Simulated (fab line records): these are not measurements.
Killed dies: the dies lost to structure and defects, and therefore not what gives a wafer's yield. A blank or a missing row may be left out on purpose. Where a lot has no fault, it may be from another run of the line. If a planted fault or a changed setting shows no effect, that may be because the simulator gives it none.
Split-lot experiment || flow n5_finfet || 21 wafers read from 7 lots, route of 1938 steps

## ABOUT THE SPLIT
At N5_MIM_BOT_ETCH_ETCH_00 (etches TiN in Cl2/BCl3, target depth 45.5 nm), the setting bias_w was moved away from the recipe's 126 W on 8 of the 21 wafers read, by -8.6% to +17.5%. For the rest of the wafers, this setting stayed at what the recipe calls for.

The split's own step is where the reading is taken.

## THE READING
etch.depth_nm (the simulator's own value, which no gauge read), in nm, at N5_MIM_BOT_ETCH_ETCH_00 (etches TiN in Cl2/BCl3, target depth 45.5 nm). The file does not state a usual value for it. Across the 13 wafers here that went through the recipe, the average is 45.86 nm and the standard deviation 0.69 nm.

{"wafer": "L075.1", "tool, chamber at the split": "rie_metal-01, 0", "bias_w as run, W": 126, "against the recipe": "recipe", "etch.depth_nm, nm": 45.73, "against lot-mates on the recipe": "-"}
{"wafer": "L075.2", "tool, chamber at the split": "rie_metal-01, 1", "bias_w as run, W": 126, "against the recipe": "recipe", "etch.depth_nm, nm": 44.9, "against lot-mates on the recipe": "-"}
{"wafer": "L075.4", "tool, chamber at the split": "rie_metal-01, 1", "bias_w as run, W": 126, "against the recipe": "recipe", "etch.depth_nm, nm": 44.74, "against lot-mates on the recipe": "-"}
{"wafer": "L079.3", "tool, chamber at the split": "rie_metal-02, 1", "bias_w as run, W": 135.7, "against the recipe": "+7.7%", "etch.depth_nm, nm": 47.97, "against lot-mates on the recipe": "+0.95"}
{"wafer": "L079.4", "tool, chamber at the split": "rie_metal-02, 0", "bias_w as run, W": 135.7, "against the recipe": "+7.7%", "etch.depth_nm, nm": 47.94, "against lot-mates on the recipe": "+0.92"}
{"wafer": "L079.5", "tool, chamber at the split": "rie_metal-02, 1", "bias_w as run, W": 126, "against the recipe": "recipe", "etch.depth_nm, nm": 47.02, "against lot-mates on the recipe": "-"}
{"wafer": "L086.2", "tool, chamber at the split": "rie_metal-03, 0", "bias_w as run, W": 147.8, "against the recipe": "+17.3%", "etch.depth_nm, nm": 48.35, "against lot-mates on the recipe": "+1.35"}
{"wafer": "L086.4", "tool, chamber at the split": "rie_metal-03, 1", "bias_w as run, W": 147.8, "against the recipe": "+17.3%", "etch.depth_nm, nm": 49.61, "against lot-mates on the recipe": "+2.61"}
{"wafer": "L086.6", "tool, chamber at the split": "rie_metal-03, 1", "bias_w as run, W": 126, "against the recipe": "recipe", "etch.depth_nm, nm": 47, "against lot-mates on the recipe": "-"}
{"wafer": "L087.3", "tool, chamber at the split": "rie_metal-01, 1", "bias_w as run, W": 126, "against the recipe": "recipe", "etch.depth_nm, nm": 45.28, "against lot-mates on the recipe": "-"}
{"wafer": "L087.5", "tool, chamber at the split": "rie_metal-01, 0", "bias_w as run, W": 147.4, "against the recipe": "+17.0%", "etch.depth_nm, nm": 49.46, "against lot-mates on the recipe": "+4.01"}
{"wafer": "L087.6", "tool, chamber at the split": "rie_metal-01, 1", "bias_w as run, W": 126, "against the recipe": "recipe", "etch.depth_nm, nm": 45.63, "against lot-mates on the recipe": "-"}
{"wafer": "L091.2", "tool, chamber at the split": "rie_metal-02, 0", "bias_w as run, W": 126, "against the recipe": "recipe", "etch.depth_nm, nm": 45.68, "against lot-mates on the recipe": "-"}
{"wafer": "L091.3", "tool, chamber at the split": "rie_metal-02, 0", "bias_w as run, W": 126, "against the recipe": "recipe", "etch.depth_nm, nm": 45.6, "against lot-mates on the recipe": "-"}
{"wafer": "L091.4", "tool, chamber at the split": "rie_metal-02, 1", "bias_w as run, W": 126, "against the recipe": "recipe", "etch.depth_nm, nm": 46.43, "against lot-mates on the recipe": "-"}
{"wafer": "L096.3", "tool, chamber at the split": "rie_metal-01, 0", "bias_w as run, W": 126, "against the recipe": "recipe", "etch.depth_nm, nm": 46.52, "against lot-mates on the recipe": "-"}
{"wafer": "L096.4", "tool, chamber at the split": "rie_metal-01, 1", "bias_w as run, W": 115.2, "against the recipe": "-8.6%", "etch.depth_nm, nm": 43.76, "against lot-mates on the recipe": -2.34}
{"wafer": "L096.5", "tool, chamber at the split": "rie_metal-01, 1", "bias_w as run, W": 126, "against the recipe": "recipe", "etch.depth_nm, nm": 45.67, "against lot-mates on the recipe": "-"}
{"wafer": "L095.1", "tool, chamber at the split": "rie_metal-02, 0", "bias_w as run, W": 126, "against the recipe": "recipe", "etch.depth_nm, nm": 45.94, "against lot-mates on the recipe": "-"}
{"wafer": "L095.4", "tool, chamber at the split": "rie_metal-02, 0", "bias_w as run, W": 148.1, "against the recipe": "+17.5%", "etch.depth_nm, nm": 48.77, "against lot-mates on the recipe": "+2.83"}
{"wafer": "L095.5", "tool, chamber at the split": "rie_metal-02, 0", "bias_w as run, W": 148.1, "against the recipe": "+17.5%", "etch.depth_nm, nm": 49.14, "against lot-mates on the recipe": "+3.20"}

THE FIT
A straight line over all 21 wafers: etch.depth_nm changes by +0.194 nm for each +1% of bias_w; r = +0.92; the points scatter about the line by 0.66 nm.
The same after taking each lot's own level away (the mean of its wafers on the recipe; 21 wafers): +0.169 nm for each +1%; r = +0.93; scatter 0.57 nm.
The reading moves by 3 nm for the largest change in bias_w, on that fit.
The span of the lots' own levels, 45.123 to 47.020 nm, comes to 2.8 times the standard deviation stated above.
Thus the slope moves with the lot-to-lot level: the two fits are different.
Check: for one of the wafers moved furthest among these (+17.5%), held out of the fit, the line's prediction against its lot-mates is +2.87 nm. It came out at +2.83 nm against them.

## OTHER SPLITS ON THESE WAFERS
Note: prior to the reading, these wafers also went through further splits. Each is held against what the fit with the lots' levels taken away leaves over:
{"other split on the same wafers": "N5_BEOL_M14_PEB_26 peb_temp_c", "wafers away from the commonest value": 8, "r with etch.depth_nm (lot level and that fit taken away)": -0.21}
{"other split on the same wafers": "N5_BEOL_M15_COAT_60 spin_rpm", "wafers away from the commonest value": 6, "r with etch.depth_nm (lot level and that fit taken away)": "+0.03"}
{"other split on the same wafers": "N5_BEOL_M15_EXPOSE_25 dose_mj", "wafers away from the commonest value": 6, "r with etch.depth_nm (lot level and that fit taken away)": "+0.26"}

## FILE'S OWN FIT
etch.depth_nm changes by +0.177 nm for each +1% of bias_w, r = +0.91.
